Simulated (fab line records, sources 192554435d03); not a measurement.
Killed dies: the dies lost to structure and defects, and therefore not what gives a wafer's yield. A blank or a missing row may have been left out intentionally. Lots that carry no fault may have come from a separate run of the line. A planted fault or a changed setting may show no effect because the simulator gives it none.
fab line records + flow n5Finfet
record:
- lots: 7
- wafers: 39
route steps=1938 shown ZERO_LAYER@4 SD_EPI_N@278 SDB@347 GATE_CUT@510 BEOL_M0_SAQP@636 BEOL_M2@857 BEOL_M3@950 BEOL_M5@1179 BEOL_M7@1267 BEOL_M9@1440 BEOL_M12@1650 BEOL_M13@1659 PASSIVATION@1936
startH: start of the lot's first displayed wafer, in hours after the record's first day + waitH: hours elapsed since this lot's preceding step + " unchanged from the row above + L1.1+2: a single row standing in for several wafers + - no value present, or no start provided + * or withheld: withheld + < > ~ a bound
route shown NAME@n: names a module that has steps shown in the file, with the first one's number in the route + usual: the fault-free wafers' mean and standard deviation + same: alike in all rows + chamber/n: place in a boat + sites: readings site by site + _std_site: how widely they spread, as a standard deviation + _edge_site: the outer-site mean with the inner-site mean subtracted + radiusMm: how far each site lies from the wafer's centre + mask NAME#n: copy n + behind: the most recent tool/chamber to have shaped the wafer + hold: why the lot was held/for how many hours/how that ended + device: the transistor (n, p or np) that didn't switch + end of line: tests run on the same wafers once the route is complete + where a step has no rows: the recipe by itself + killed: dies lost to structure and defects at the first sort, not the wafer's yield + map: the dies of a wafer, with x for killed, . for not killed, _ for no die there
set.NAME: the setting as run; set.NAME@STEP: as run at that earlier step + model.NAME: the simulator's own value behind a step, which no gauge read
lots run with intentionally changed settings; tables by step, rows by wafer
== steps ==
step: N5_ZERO_LAYER_PECVD_02
recipe:
- material: SiO2
- targetThkA: 100
- tempC: 400
- precursor: SiH4/N2O
- pressureTorr: 0.75
- rfW: 275
- timeS: 6
step: N5_ZERO_LAYER_DEVELOP_10
recipe:
- developTimeS: 60
- rinseLiquid: diw
- dry: airSpin
- devTempC: 21
step: N5_SD_EPI_N_ETCH_45
recipe:
- chemistry: CH3F/O2
- target: SiOCN
- targetDepthA: 60
- maskMaterial: SOC
- ionEnergyEv: 60
- biasW: 29
- pressureMtorr: 15
- sourceW: 410
- Ar_flow_sccm: 150
- CH3F_flow_sccm: 30
- O2_flow_sccm: 20
step: N5_SDB_HM_DEP_00
recipe:
- material: SiNx
- targetThkA: 400
- tempC: 400
- precursor: SiH4/NH3/N2
- pressureTorr: 1.5
- rfW: 300
- timeS: 35.3
step: N5_GATE_CUT_ALD_22
recipe:
- material: SiNx
- targetThkA: 160
- tempC: 400
- aldPrecursorFamily: SiH2I2
- aldCoReactant: N2/H2-plasma
- pulseTimeS: 1
- aldCycles: 320
- purgeTimeS: 2
- coReactantPurgeTimeS: 2
- pressureTorr: 2
step: N5_BEOL_M0_SAQP_PECVD_96
recipe:
- material: a-Si
- targetThkA: 450
- tempC: 350
- precursor: SiH4/He
- pressureTorr: 3
- rfW: 100
- timeS: 45.2
step: N5_BEOL_M2_DESCUM_16
recipe:
- chemistry: O2
- timeS: 7
- sourcePowerW: 50
- biasPowerW: 20
- pressureMtorr: 20
- rfFrequencyHz: 2.712e+07
- tempC: 40
- resist: CAR-EUV
- o2FlowSccm: 225
step: N5_BEOL_M3_ETCH_64
recipe:
- chemistry: N2/H2
- target: SOC
- targetDepthA: 750
- overetchA: 150
- maskMaterial: SiARC
- tempC: 40
- timeS: 112.5
- ionEnergyEv: 200
- pressureMtorr: 30
- sourceW: 840
- biasW: 150
- n2FlowSccm: 200
- h2FlowSccm: 200
step: N5_BEOL_M5_SPUTTER_83
recipe:
- material: Cu
- targetThkA: 150
- tempC: -20
- chamberPressurePa: 0.07
- powerW: withheld
- timeS: 27.62
step: N5_BEOL_M7_HM_DEP_02
recipe:
- material: TiN
- targetThkA: 200
- tempC: 25
- chamberPressurePa: 0.49996
step: N5_BEOL_M9_ETCH_66
recipe:
- chemistry: N2/H2
- target: SOC
- targetDepthA: 800
- overetchA: 160
- maskMaterial: SiARC
- tempC: 40
- timeS: 120
- ionEnergyEv: 200
- pressureMtorr: 30
- sourceW: 840
- biasW: 150
- n2FlowSccm: 200
- h2FlowSccm: 200
step: N5_BEOL_M12_SPUTTER_45
recipe:
- material: Cu
- targetThkA: 800
- tempC: -20
- biasV: 60
- powerW: 26000
- chamberPressurePa: 0.13
- timeS: 13.33
step: N5_BEOL_M13_ILD_DEP_00
recipe:
- material: SiOC
- targetThkA: 8379.2
- tempC: 350
- precursor: DEMS/O2
- pressureTorr: 5
- rfW: 500
- timeS: 166.4
step: N5_PASSIVATION_PROBE_49
usual:
- killed_at_M4_up: 14/6.3
- killedAtFrontEnd: 39/12
| lot.wafer | tool      | chamber | startH | waitH | set.timeS@ZERO_LAYER_PECVD_02 | set.developTimeS@ZERO_LAYER_DEVELOP_10 | set.targetDepthA@SD_EPI_N_ETCH_45 | set.timeS@SDB_HM_DEP_00 | set.aldCycles@GATE_CUT_ALD_22 | set.timeS@BEOL_M0_SAQP_PECVD_96 | set.timeS@BEOL_M2_DESCUM_16 | set.timeS@BEOL_M3_ETCH_64 | set.targetThkA@BEOL_M5_SPUTTER_83 | set.targetThkA@BEOL_M7_HM_DEP_02 | set.timeS@BEOL_M9_ETCH_66 | set.timeS@BEOL_M12_SPUTTER_45 | set.timeS@BEOL_M13_ILD_DEP_00 | killed_at_M4_up | killedAtFrontEnd |
|-----------|-----------|---------|--------|-------|-------------------------------|----------------------------------------|-----------------------------------|-------------------------|-------------------------------|---------------------------------|-----------------------------|---------------------------|-----------------------------------|----------------------------------|---------------------------|-------------------------------|-------------------------------|-----------------|------------------|
| L074.1    | prober-01 | -       | 270.55 | 0.0   | 7.809                         | 60                                     | 46.17                             | 22.47                   | 320                           | 37.61                           | 7                           | 112.5                     | 150                               | 200                              | 120                       | 18.9                          | 166.4                         | 38              | 33               |
| L074.2    | prober-01 | -       | 270.60 | 0.1   | 7.809                         | 69.47                                  | 46.17                             | 35.3                    | 162                           | 37.61                           | 8.853                       | 112.5                     | 150                               | 287                              | 141.2                     | 13.33                         | 166.4                         | 975             | 49               |
| L074.3    | prober-01 | -       | 270.65 | 0.1   | 7.809                         | 60                                     | 60                                | 35.3                    | 320                           | 45.2                            | 8.853                       | 112.5                     | 150                               | 287                              | 141.2                     | 18.9                          | 166.4                         | 869             | 38               |
| L074.4    | prober-01 | -       | 270.70 | 0.2   | 6                             | 69.47                                  | 60                                | 35.3                    | 162                           | 45.2                            | 7                           | 112.5                     | 150                               | 200                              | 141.2                     | 18.9                          | 166.4                         | 19              | 41               |
| L074.5    | prober-01 | -       | 270.75 | 0.2   | 6                             | 69.47                                  | 46.17                             | 22.47                   | 320                           | 45.2                            | 8.853                       | 112.5                     | 150                               | 200                              | 120                       | 13.33                         | 166.4                         | 28              | 32               |
| L074.6    | prober-01 | -       | 270.80 | 0.3   | 6                             | 60                                     | 60                                | 22.47                   | 162                           | 37.61                           | 7                           | 112.5                     | 150                               | 287                              | 120                       | 13.33                         | 166.4                         | 794             | 25               |
| L077.1    | prober-02 | -       | 280.45 | 0.0   | 7.542                         | 60                                     | 60                                | 35.3                    | 320                           | 66.45                           | 7                           | 112.5                     | 150                               | 200                              | 120                       | 13.33                         | 67.69                         | 1117            | 24               |
| L077.2    | prober-02 | -       | 280.50 | 0.1   | 7.542                         | 81.47                                  | 60                                | 25.01                   | 320                           | 45.2                            | 8.565                       | 48.77                     | 218.3                             | 200                              | 83.14                     | 17.09                         | 67.69                         | 9               | 51               |
| L077.3    | prober-02 | -       | 280.55 | 0.1   | 6                             | 81.47                                  | 34.02                             | 25.01                   | 320                           | 66.45                           | 8.565                       | 112.5                     | 150                               | 200                              | 83.14                     | 17.09                         | 166.4                         | 13              | 53               |
| L077.4    | prober-02 | -       | 280.60 | 0.2   | 6                             | 60                                     | 34.02                             | 25.01                   | 449                           | 45.2                            | 7                           | 48.77                     | 150                               | 200                              | 120                       | 17.09                         | 166.4                         | 18              | 31               |
| L077.5    | prober-02 | -       | 280.65 | 0.2   | 6                             | 81.47                                  | 60                                | 35.3                    | 449                           | 45.2                            | 7                           | 112.5                     | 218.3                             | 200                              | 83.14                     | 13.33                         | 166.4                         | 10              | 17               |
| L077.6    | prober-02 | -       | 280.70 | 0.3   | 7.542                         | 60                                     | 34.02                             | 35.3                    | 449                           | 66.45                           | 8.565                       | 48.77                     | 218.3                             | 200                              | 120                       | 13.33                         | 67.69                         | 26              | 36               |
| L080.1    | prober-02 | -       | 304.53 | 0.0   | 7.454                         | 30.03                                  | 60                                | 35.3                    | 320                           | 45.2                            | 7                           | 112.5                     | 150                               | 129                              | 120                       | 13.33                         | 166.4                         | 17              | 39               |
| L080.2    | prober-02 | -       | 304.58 | 0.1   | 7.454                         | 30.03                                  | 60                                | 29.4                    | 499                           | 45.2                            | 4.471                       | 112.5                     | 150                               | 129                              | 120                       | 18.7                          | 166.4                         | 6               | 38               |
| L080.3    | prober-02 | -       | 304.63 | 0.1   | 7.454                         | 60                                     | 60                                | 35.3                    | 320                           | 45.2                            | 4.471                       | 142.1                     | 150                               | 200                              | 120                       | 18.7                          | 166.4                         | 7               | 47               |
| L080.4    | prober-02 | -       | 304.68 | 0.2   | 6                             | 60                                     | 60                                | 35.3                    | 499                           | 45.2                            | 7                           | 112.5                     | 150                               | 200                              | 120                       | 13.33                         | 166.4                         | 10              | 34               |
| L080.5    | prober-02 | -       | 304.73 | 0.2   | 6                             | 60                                     | 60                                | 29.4                    | 320                           | 45.2                            | 7                           | 142.1                     | 150                               | 129                              | 120                       | 18.7                          | 166.4                         | 8               | 53               |
| L080.6    | prober-02 | -       | 304.78 | 0.3   | 6                             | 30.03                                  | 60                                | 29.4                    | 499                           | 45.2                            | 4.471                       | 142.1                     | 150                               | 200                              | 120                       | 13.33                         | 166.4                         | 13              | 43               |
| L081.1    | prober-02 | -       | 314.49 | 0.0   | 6                             | 60                                     | 60                                | 35.3                    | 372                           | 66.9                            | 7                           | 112.5                     | 150                               | 200                              | 120                       | 9.133                         | 166.4                         | 43              | 33               |
| L081.2    | prober-02 | -       | 314.54 | 0.1   | 6                             | 60                                     | 60                                | 54.66                   | 320                           | 45.2                            | 7                           | 112.5                     | 150                               | 269.8                            | 120                       | 9.133                         | 252.5                         | 34              | 1084             |
| L081.3    | prober-02 | -       | 314.59 | 0.1   | 6                             | 39.88                                  | 60                                | 35.3                    | 320                           | 45.2                            | 7                           | 175                       | 200.8                             | 200                              | 120                       | 13.33                         | 252.5                         | 14              | 94               |
| L081.4    | prober-02 | -       | 314.64 | 0.2   | 6                             | 39.88                                  | 60                                | 54.66                   | 320                           | 66.9                            | 7                           | 175                       | 150                               | 269.8                            | 120                       | 13.33                         | 166.4                         | 21              | 1116             |
| L081.5    | prober-02 | -       | 314.69 | 0.2   | 6                             | 60                                     | 60                                | 35.3                    | 372                           | 66.9                            | 7                           | 175                       | 200.8                             | 200                              | 120                       | 9.133                         | 252.5                         | 35              | 38               |
| L081.6    | prober-02 | -       | 314.74 | 0.3   | 6                             | 39.88                                  | 60                                | 54.66                   | 372                           | 45.2                            | 7                           | 112.5                     | 200.8                             | 269.8                            | 120                       | 13.33                         | 166.4                         | 15              | 1095             |
| L084.1    | prober-01 | -       | 331.02 | 0.0   | 2.983                         | 79.32                                  | 43.32                             | 52.65                   | 320                           | 45.2                            | 7                           | 112.5                     | 150                               | 317.6                            | 98.17                     | 13.33                         | 166.4                         | 86              | 1039             |
| L084.2    | prober-01 | -       | 331.07 | 0.1   | 6                             | 60                                     | 60                                | 52.65                   | 320                           | 45.2                            | 7                           | 112.5                     | 125.3                             | 200                              | 98.17                     | 13.33                         | 166.4                         | 14              | 1041             |
| L084.3    | prober-01 | -       | 331.12 | 0.1   | 6                             | 79.32                                  | 43.32                             | 35.3                    | 320                           | 45.2                            | 9.125                       | 162.9                     | 125.3                             | 317.6                            | 120                       | 17.95                         | 166.4                         | 1069            | 51               |
| L084.4    | prober-01 | -       | 331.17 | 0.2   | 2.983                         | 60                                     | 43.32                             | 35.3                    | 438                           | 45.2                            | 7                           | 162.9                     | 150                               | 200                              | 120                       | 13.33                         | 166.4                         | 12              | 37               |
| L084.5    | prober-01 | -       | 331.22 | 0.2   | 6                             | 79.32                                  | 60                                | 52.65                   | 438                           | 45.2                            | 9.125                       | 162.9                     | 150                               | 200                              | 98.17                     | 17.95                         | 166.4                         | 20              | 1084             |
| L084.6    | prober-01 | -       | 331.27 | 0.3   | 2.983                         | 60                                     | 60                                | 35.3                    | 438                           | 45.2                            | 9.125                       | 112.5                     | 125.3                             | 317.6                            | 120                       | 17.95                         | 166.4                         | 1108            | 36               |
| L088.1    | prober-02 | -       | 347.30 | 0.0   | 3.573                         | 60                                     | 28.02                             | 49.78                   | 488                           | 32.44                           | 7                           | 176.8                     | 150                               | 200                              | 120                       | 13.33                         | 166.4                         | 20              | 660              |
| L088.2    | prober-02 | -       | 347.35 | 0.1   | 3.573                         | 90.55                                  | 28.02                             | 49.78                   | 320                           | 45.2                            | 4.361                       | 176.8                     | 150                               | 200                              | 100.9                     | 13.33                         | 166.4                         | 25              | 575              |
| L088.3    | prober-02 | -       | 347.40 | 0.1   | 6                             | 60                                     | 28.02                             | 35.3                    | 320                           | 45.2                            | 7                           | 112.5                     | 150                               | 200                              | 120                       | 13.33                         | 166.4                         | 10              | 44               |
| L088.4    | prober-02 | -       | 347.45 | 0.2   | 6                             | 90.55                                  | 60                                | 35.3                    | 320                           | 32.44                           | 7                           | 112.5                     | 239.6                             | 200                              | 100.9                     | 13.33                         | 166.4                         | 13              | 26               |
| L088.5    | prober-02 | -       | 347.50 | 0.2   | 6                             | 60                                     | 60                                | 49.78                   | 488                           | 32.44                           | 4.361                       | 112.5                     | 239.6                             | 200                              | 120                       | 13.33                         | 166.4                         | 25              | 774              |
| L088.6    | prober-02 | -       | 347.55 | 0.3   | 3.573                         | 90.55                                  | 60                                | 35.3                    | 488                           | 45.2                            | 4.361                       | 176.8                     | 239.6                             | 200                              | 100.9                     | 13.33                         | 166.4                         | 14              | 43               |
| L096.2    | prober-01 | -       | 399.74 | 0.1   | 6                             | 60                                     | 60                                | 35.3                    | 320                           | 45.2                            | 7                           | 112.5                     | 150                               | 200                              | 120                       | 13.33                         | 166.4                         | 8               | 25               |
| L096.3    | prober-01 | -       | 399.79 | 0.1   | 6                             | 60                                     | 60                                | 35.3                    | 320                           | 45.2                            | 7                           | 112.5                     | 150                               | 200                              | 120                       | 13.33                         | 166.4                         | 17              | 54               |
| L096.5    | prober-01 | -       | 399.89 | 0.2   | 6                             | 60                                     | 60                                | 35.3                    | 320                           | 45.2                            | 7                           | 112.5                     | 150                               | 200                              | 120                       | 13.33                         | 166.4                         | 2               | 24               |
killed by level:class
L074.1 BEOL_M4:geometricParticle:open=23 MOL_CONTACT_COAG:geometricParticle:open=15 BEOL_M3:geometricParticle:open=15 STI_FIN_REVEAL:geometricParticle:open=9 FIN_SAQP:geometricParticle:open=7 FIN_SAQP:geometricParticle:short=7 BEOL_M0_SAQP:geometricParticle:open=6 BEOL_M5:geometricParticle:open=6
L074.2 BEOL_M7:areaOpen=949 FIN_SAQP:geometricParticle:open=19 BEOL_M3:geometricParticle:open=13 BEOL_M4:geometricParticle:open=12 MOL_CONTACT_COAG:geometricParticle:open=10 BEOL_M1:geometricParticle:open=10 FIN_SAQP:geometricParticle:short=8 STI_FIN_REVEAL:geometricParticle:open=8
L074.3 BEOL_M7:areaOpen=828 BEOL_M4:geometricParticle:open=23 FIN_SAQP:geometricParticle:open=10 MOL_CONTACT_COAG:geometricParticle:open=9 BEOL_M3:geometricParticle:open=9 STI_FIN_REVEAL:geometricParticle:open=8 BEOL_M4:geometricParticle:short=8 BEOL_M1:geometricParticle:open=6
L074.4 FIN_SAQP:geometricParticle:open=13 BEOL_M1:geometricParticle:open=10 BEOL_M2:geometricParticle:open=9 FIN_SAQP:geometricParticle:short=8 BEOL_M0_SAQP:geometricParticle:short=8 BEOL_M4:geometricParticle:open=8 GATE_CUT:geometricParticle:short=7 BEOL_M3:geometricParticle:open=5
L074.5 BEOL_M3:geometricParticle:open=20 BEOL_M4:geometricParticle:open=19 FIN_SAQP:geometricParticle:open=7 MOL_CONTACT_COAG:geometricParticle:open=7 STI_FIN_REVEAL:geometricParticle:open=6 BEOL_M0_SAQP:geometricParticle:short=5 GATE_CUT:geometricParticle:open=4 BEOL_M1:geometricParticle:open=4
L074.6 BEOL_M7:areaOpen=770 BEOL_M3:geometricParticle:open=26 BEOL_M4:geometricParticle:open=15 FIN_SAQP:geometricParticle:short=10 MOL_CONTACT_COAG:geometricParticle:open=7 BEOL_M1:geometricParticle:open=7 BEOL_M0_SAQP:geometricParticle:short=6 FIN_SAQP:geometricParticle:open=5
L077.1 BEOL_M13:areaDep=1106 MOL_CONTACT_COAG:geometricParticle:open=13 BEOL_M4:geometricParticle:open=8 STI_FIN_REVEAL:geometricParticle:open=7 BEOL_M2:geometricParticle:open=7 BEOL_M0_SAQP:geometricParticle:short=6 BEOL_M0_SAQP:geometricParticle:open=6 STARTING-WAFER:geometricParticle:short=6
L077.2 BEOL_M3:areaEtch=1062 MOL_CONTACT_COAG:geometricParticle:open=27 STI_FIN_REVEAL:geometricParticle:open=17 FIN_SAQP:geometricParticle:open=11 BEOL_M2:geometricParticle:open=8 MOL_CONTACT_COAG:geometricParticle:short=6 STI_FIN_REVEAL:geometricParticle:short=4 BEOL_M0_SAQP:geometricParticle:short=4
L077.3 STI_FIN_REVEAL:geometricParticle:open=29 MOL_CONTACT_COAG:geometricParticle:open=8 BEOL_M2:geometricParticle:open=8 STI_FIN_REVEAL:geometricParticle:short=7 BEOL_M0_SAQP:geometricParticle:open=5 STARTING-WAFER:geometricParticle:short=5 DUMMY_GATE:geometricParticle:open=4 BEOL_M1:geometricParticle:open=3
L077.4 BEOL_M3:areaEtch=1095 STI_FIN_REVEAL:geometricParticle:open=11 BEOL_M4:geometricParticle:open=9 GATE_CUT:geometricParticle:short=8 FIN_SAQP:geometricParticle:open=6 MOL_CONTACT_COAG:geometricParticle:open=6 MOL_CONTACT_COAG:geometricParticle:short=5 BEOL_M0_SAQP:geometricParticle:open=4
L077.5 BEOL_M0_SAQP:geometricParticle:short=10 BEOL_M2:geometricParticle:open=8 BEOL_M4:geometricParticle:open=6 FIN_SAQP:geometricParticle:short=4 BEOL_M0_SAQP:geometricParticle:open=4 BEOL_M0:geometricParticle:open=4 BEOL_M0:geometricParticle:short=4 FIN_SAQP:geometricParticle:open=3
L077.6 BEOL_M3:areaEtch=1080 BEOL_M4:geometricParticle:open=14 BEOL_M2:geometricParticle:open=12 STI_FIN_REVEAL:geometricParticle:open=10 BEOL_M4:geometricParticle:short=6 STI_FIN_REVEAL:geometricParticle:short=5 MOL_CONTACT_COAG:geometricParticle:open=5 BEOL_M3:geometricParticle:open=5
L080.1 FIN_SAQP:geometricParticle:open=13 BEOL_M1:geometricParticle:open=11 BEOL_M0_SAQP:geometricParticle:short=8 BEOL_M0_SAQP:geometricParticle:open=8 FIN_SAQP:geometricParticle:short=7 STI_FIN_REVEAL:geometricParticle:open=6 BEOL_M3:geometricParticle:open=5 BEOL_M5:geometricParticle:open=5
L080.2 STI_FIN_REVEAL:geometricParticle:open=16 FIN_SAQP:geometricParticle:open=9 MOL_CONTACT_COAG:geometricParticle:open=9 BEOL_M0_SAQP:geometricParticle:open=5 BEOL_M3:geometricParticle:open=5 BEOL_M0_SAQP:geometricParticle:short=4 BEOL_M1:geometricParticle:open=3 BEOL_M4:geometricParticle:open=3
L080.3 FIN_SAQP:geometricParticle:open=19 FIN_SAQP:geometricParticle:short=8 BEOL_M0_SAQP:geometricParticle:open=8 DUMMY_GATE:geometricParticle:open=5 BEOL_M4:geometricParticle:open=5 GATE_CUT:geometricParticle:short=4 BEOL_M0_SAQP:geometricParticle:short=4 BEOL_M3:geometricParticle:open=3
L080.4 MOL_CONTACT_COAG:geometricParticle:open=16 BEOL_M1:geometricParticle:open=12 BEOL_M0_SAQP:geometricParticle:open=9 FIN_SAQP:geometricParticle:short=8 BEOL_M0_SAQP:geometricParticle:short=7 BEOL_M5:geometricParticle:open=5 FIN_SAQP:geometricParticle:open=4 STI_FIN_REVEAL:geometricParticle:open=4
L080.5 FIN_SAQP:geometricParticle:open=13 STI_FIN_REVEAL:geometricParticle:open=12 BEOL_M1:geometricParticle:open=9 MOL_CONTACT_COAG:geometricParticle:open=7 FIN_SAQP:geometricParticle:short=5 STI_FIN_REVEAL:geometricParticle:short=4 DUMMY_GATE:geometricParticle:short=4 GATE_CUT:geometricParticle:open=4
L080.6 FIN_SAQP:geometricParticle:open=8 FIN_SAQP:geometricParticle:short=8 BEOL_M0_SAQP:geometricParticle:short=8 BEOL_M3:geometricParticle:open=6 GATE_CUT:geometricParticle:short=6 BEOL_M5:geometricParticle:open=6 STI_FIN_REVEAL:geometricParticle:open=5 MOL_CONTACT_COAG:geometricParticle:open=5
L081.1 BEOL_M12:interfaceVoidOpened=22 BEOL_M0_SAQP:geometricParticle:short=17 BEOL_M2:geometricParticle:open=16 BEOL_M0_SAQP:geometricParticle:open=12 FIN_SAQP:geometricParticle:short=8 MOL_CONTACT_COAG:geometricParticle:open=8 BEOL_M3:geometricParticle:open=8 FIN_CUT:geometricParticle:open=4
L081.2 SDB:areaOpen=1052 BEOL_M12:interfaceVoidOpened=21 BEOL_M0_SAQP:geometricParticle:short=9 BEOL_M0_SAQP:geometricParticle:open=8 BEOL_M1:geometricParticle:open=7 FIN_SAQP:geometricParticle:open=6 MOL_CONTACT_COAG:geometricParticle:open=6 FIN_SAQP:geometricParticle:short=5
L081.3 STI_FIN_REVEAL:geometricParticle:open=24 FIN_SAQP:geometricParticle:open=20 FIN_SAQP:geometricParticle:short=16 BEOL_M0_SAQP:geometricParticle:short=12 MOL_CONTACT_COAG:geometricParticle:open=10 BEOL_M4:geometricParticle:open=8 BEOL_M2:geometricParticle:open=8 BEOL_M3:geometricParticle:open=7
L081.4 SDB:areaOpen=1084 FIN_SAQP:geometricParticle:short=12 BEOL_M3:geometricParticle:open=11 BEOL_M4:geometricParticle:open=7 FIN_SAQP:geometricParticle:open=5 MOL_CONTACT_COAG:geometricParticle:open=5 BEOL_M0_SAQP:geometricParticle:short=5 BEOL_M0:geometricParticle:open=5
L081.5 BEOL_M12:interfaceVoidOpened=23 BEOL_M0_SAQP:geometricParticle:open=13 FIN_SAQP:geometricParticle:open=9 STI_FIN_REVEAL:geometricParticle:open=7 HKMG_FIN:areaEtch=7 BEOL_M3:geometricParticle:open=5 MOL_CONTACT_COAG:geometricParticle:open=4 BEOL_M2:geometricParticle:open=4
L081.6 SDB:areaOpen=1041 BEOL_M3:geometricParticle:open=23 FIN_SAQP:geometricParticle:short=14 FIN_SAQP:geometricParticle:open=12 MOL_CONTACT_COAG:geometricParticle:open=11 STI_FIN_REVEAL:geometricParticle:open=7 BEOL_M0_SAQP:geometricParticle:short=6 BEOL_M0_SAQP:geometricParticle:open=6
L084.1 SDB:areaOpen=1001 BEOL_M7:areaOpen=72 BEOL_M0_SAQP:geometricParticle:open=19 STI_FIN_REVEAL:geometricParticle:open=17 BEOL_M0_SAQP:geometricParticle:short=12 MOL_CONTACT_COAG:geometricParticle:open=5 BEOL_M1:geometricParticle:open=5 BEOL_M3:geometricParticle:open=5
L084.2 SDB:areaOpen=1006 FIN_SAQP:geometricParticle:open=9 BEOL_M4:geometricParticle:open=9 MOL_CONTACT_COAG:geometricParticle:open=7 BEOL_M0_SAQP:geometricParticle:open=7 BEOL_M0_SAQP:geometricParticle:short=7 BEOL_M3:geometricParticle:open=6 FIN_SAQP:geometricParticle:short=5
L084.3 BEOL_M7:areaOpen=1055 BEOL_M0_SAQP:geometricParticle:open=15 FIN_SAQP:geometricParticle:short=13 BEOL_M3:geometricParticle:open=11 FIN_SAQP:geometricParticle:open=10 BEOL_M0_SAQP:geometricParticle:short=10 STI_FIN_REVEAL:geometricParticle:open=9 BEOL_M2:geometricParticle:open=8
L084.4 FIN_SAQP:geometricParticle:short=12 BEOL_M0_SAQP:geometricParticle:short=12 FIN_SAQP:geometricParticle:open=8 MOL_CONTACT_COAG:geometricParticle:open=8 BEOL_M0_SAQP:geometricParticle:open=6 BEOL_M3:geometricParticle:open=4 STI_FIN_REVEAL:geometricParticle:open=3 DUMMY_GATE:geometricParticle:open=3
L084.5 SDB:areaOpen=1056 BEOL_M0_SAQP:geometricParticle:short=17 MOL_CONTACT_COAG:geometricParticle:open=10 GATE_CUT:geometricParticle:short=8 BEOL_M0_SAQP:geometricParticle:open=7 BEOL_M3:geometricParticle:open=6 BEOL_M4:geometricParticle:open=6 STI_FIN_REVEAL:geometricParticle:open=5
L084.6 BEOL_M7:areaOpen=1092 BEOL_M3:geometricParticle:open=13 FIN_SAQP:geometricParticle:open=12 BEOL_M0_SAQP:geometricParticle:open=7 BEOL_M0_SAQP:geometricParticle:short=5 FIN_SAQP:geometricParticle:short=4 MOL_CONTACT_COAG:geometricParticle:open=4 STARTING-WAFER:geometricParticle:short=4
L088.1 SDB:areaOpen=635 MOL_CONTACT_COAG:geometricParticle:open=10 BEOL_M0_SAQP:geometricParticle:open=9 BEOL_M1:geometricParticle:open=9 BEOL_M1:geometricParticle:short=8 BEOL_M4:geometricParticle:open=8 BEOL_M2:geometricParticle:open=7 BEOL_M0_SAQP:geometricParticle:short=6
L088.2 SDB:areaOpen=542 BEOL_M4:geometricParticle:open=16 FIN_SAQP:geometricParticle:short=7 BEOL_M0_SAQP:geometricParticle:short=7 ILD0:geometricParticle:open=6 BEOL_M0_SAQP:geometricParticle:open=6 DUMMY_GATE:geometricParticle:open=4 BEOL_M1:geometricParticle:open=4
L088.3 STI_FIN_REVEAL:geometricParticle:open=14 MOL_CONTACT_COAG:geometricParticle:open=11 BEOL_M0_SAQP:geometricParticle:open=10 BEOL_M0_SAQP:geometricParticle:short=7 BEOL_M3:geometricParticle:open=7 ILD0:geometricParticle:open=6 ILD0:geometricParticle:short=6 BEOL_M4:geometricParticle:open=6
L088.4 MOL_CONTACT_COAG:geometricParticle:open=8 BEOL_M0_SAQP:geometricParticle:short=8 ILD0:geometricParticle:open=6 BEOL_M0_SAQP:geometricParticle:open=6 BEOL_M4:geometricParticle:open=6 FIN_SAQP:geometricParticle:open=5 BEOL_M1:geometricParticle:open=5 BEOL_M1:geometricParticle:short=4
L088.5 SDB:areaOpen=736 BEOL_M4:geometricParticle:open=12 FIN_SAQP:geometricParticle:open=11 ILD0:geometricParticle:short=7 MOL_CONTACT_COAG:geometricParticle:open=7 FIN_SAQP:geometricParticle:short=5 DUMMY_GATE:geometricParticle:open=4 BEOL_M2:geometricParticle:open=4
L088.6 DUMMY_GATE:geometricParticle:open=9 FIN_SAQP:geometricParticle:short=7 STI_FIN_REVEAL:geometricParticle:open=6 ILD0:geometricParticle:open=6 MOL_CONTACT_COAG:geometricParticle:open=6 FIN_SAQP:geometricParticle:open=5 BEOL_M2:geometricParticle:open=5 BEOL_M0_SAQP:geometricParticle:open=4
L096.2 MOL_CONTACT_COAG:geometricParticle:open=14 BEOL_M0_SAQP:geometricParticle:short=8 MOL_CONTACT_COAG:geometricParticle:short=6 FIN_SAQP:geometricParticle:open=5 BEOL_M0_SAQP:geometricParticle:open=5 BEOL_M3:geometricParticle:open=5 STARTING-WAFER:geometricParticle:open=5 BEOL_M1:geometricParticle:open=4
L096.3 FIN_SAQP:geometricParticle:open=17 FIN_SAQP:geometricParticle:short=15 MOL_CONTACT_COAG:geometricParticle:open=13 BEOL_M1:geometricParticle:open=11 BEOL_M3:geometricParticle:open=8 MOL_CONTACT_COAG:geometricParticle:short=7 BEOL_M0_SAQP:geometricParticle:short=7 STI_FIN_REVEAL:geometricParticle:open=6
L096.5 MOL_CONTACT_COAG:geometricParticle:open=20 BEOL_M0_SAQP:geometricParticle:open=7 GATE_CUT:geometricParticle:short=6 MOL_CONTACT_COAG:geometricParticle:short=5 BEOL_M0_SAQP:geometricParticle:short=5 FIN_SAQP:geometricParticle:short=4 STARTING-WAFER:geometricParticle:open=4 FIN_SAQP:geometricParticle:open=3
== key ==
split:
- step: N5_ZERO_LAYER_PECVD_02
- setting: timeS
- statedAs: 6
response none clear
split:
- step: N5_ZERO_LAYER_DEVELOP_10
- setting: developTimeS
- statedAs: 60
response none clear
split:
- step: N5_SD_EPI_N_ETCH_45
- setting: targetDepthA
- statedAs: 60
response none clear
split:
- step: N5_SDB_HM_DEP_00
- setting: timeS
- statedAs: 35.3
response:
- step: N5_PASSIVATION_PROBE_49
- reading: killedAtFrontEnd
- slope: +13.8
- per: 1%
- togetherWith: all
- explained: 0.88
split:
- step: N5_GATE_CUT_ALD_22
- setting: aldCycles
- statedAs: 320
response none clear
split:
- step: N5_BEOL_M0_SAQP_PECVD_96
- setting: timeS
- statedAs: 45.2
response none clear
split:
- step: N5_BEOL_M2_DESCUM_16
- setting: timeS
- statedAs: 7
response none clear
split:
- step: N5_BEOL_M3_ETCH_64
- setting: timeS
- statedAs: 112.5
response none clear
split:
- step: N5_BEOL_M5_SPUTTER_83
- setting: targetThkA
- statedAs: 150
response none clear
split:
- step: N5_BEOL_M7_HM_DEP_02
- setting: targetThkA
- statedAs: 200
response:
- step: N5_PASSIVATION_PROBE_49
- reading: killed_at_M4_up
- slope: +10.4
- per: 1%
- togetherWith: all
- explained: 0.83
split:
- step: N5_BEOL_M9_ETCH_66
- setting: timeS
- statedAs: 120
response none clear
split:
- step: N5_BEOL_M12_SPUTTER_45
- setting: timeS
- statedAs: 13.33
response none clear
split:
- step: N5_BEOL_M13_ILD_DEP_00
- setting: timeS
- statedAs: 166.4
response none clear
